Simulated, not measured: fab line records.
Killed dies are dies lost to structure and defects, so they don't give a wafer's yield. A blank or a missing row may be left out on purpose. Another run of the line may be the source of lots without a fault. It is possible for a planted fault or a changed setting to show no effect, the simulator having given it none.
2 desks, one fault || flow n5 finfet || each desk holds nothing but its own numbers, with what lay behind them at the end

## THE DEFECT DESK
For each lot, the counts of the inspections along the route, averaged over the sampled wafers that have a number. If a lot's mean is further than 4 standard deviations from the usual mean, the lot is out of limits and carries the mark OUT (the distance appears in the brackets).
Columns: A = raw defect count at N5_SD_EPI_N_INSPECT_11, usual 2.1
{"lot": "L320", "first seen here": "day 3 06:47", "A": 2.0}
{"lot": "L322", "first seen here": "day 3 19:39", "A": 2.5}
{"lot": "L332", "first seen here": "day 6 07:11", "A": 1.5}
{"lot": "L333", "first seen here": "day 6 11:01", "A": 2.0}
{"lot": "L335", "first seen here": "day 7 02:17", "A": 2.0}
{"lot": "L336", "first seen here": "day 7 05:41", "A": 4.0}
{"lot": "L337", "first seen here": "day 7 11:55", "A": 2.5}
{"lot": "L338", "first seen here": "day 7 16:49", "A": 1.3}
{"lot": "L340", "first seen here": "day 8 08:22", "A": 1.7}
{"lot": "L341", "first seen here": "day 8 12:39", "A": 2.0}
{"lot": "L342", "first seen here": "day 8 23:25", "A": 1.7}
Result from this desk: across the 11 lots, nothing is out of limits.

## DESK OF THE TOOL OWNER: rie si-05
The tool's own readings at N5_SD_EPI_N_SD_RECESS_17 (chemistry HBr/Cl2/O2, target depth 41 nm, time 23.7 s, bt time 3 s): means of the sampled wafers that have a number, for each lot that ran on this tool. If a lot's mean is further than 4 standard deviations from the usual mean, the lot is out of limits and carries the mark OUT (the distance appears in the brackets).
Columns: A = chamber pressure mTorr at N5_SD_EPI_N_SD_RECESS_17, usual 9.999 mTorr; B = drypump motor current A at N5_SD_EPI_N_SD_RECESS_17, usual 5.7 A; C = oes product au at N5_SD_EPI_N_SD_RECESS_17, usual 1.003 a.u.; D = rf fwd power W at N5_SD_EPI_N_SD_RECESS_17, usual 796.0 W; E = throttle valve pct at N5_SD_EPI_N_SD_RECESS_17, usual 37.2 %
{"lot": "L320", "first seen here": "day 3 07:29", "A": 10.003, "B": 5.1, "C": 1.014, "D": 795.6, "E": 37.8}
{"lot": "L322", "first seen here": "day 3 20:24", "A": 10.007, "B": 5.9, "C": 0.976, "D": 794.8, "E": 37.0}
{"lot": "L341", "first seen here": "day 8 13:22", "A": 9.994, "B": 5.4, "C": 1.003, "D": 795.1, "E": 37.5}
Result from this desk: across the 3 lots, nothing is out of limits.

## PUT TOGETHER
No out-of-limits result turned up at the defect desk.
Nothing out of limits was seen by the tool owner's desk.

## WHAT THE SIMULATOR PUT IN
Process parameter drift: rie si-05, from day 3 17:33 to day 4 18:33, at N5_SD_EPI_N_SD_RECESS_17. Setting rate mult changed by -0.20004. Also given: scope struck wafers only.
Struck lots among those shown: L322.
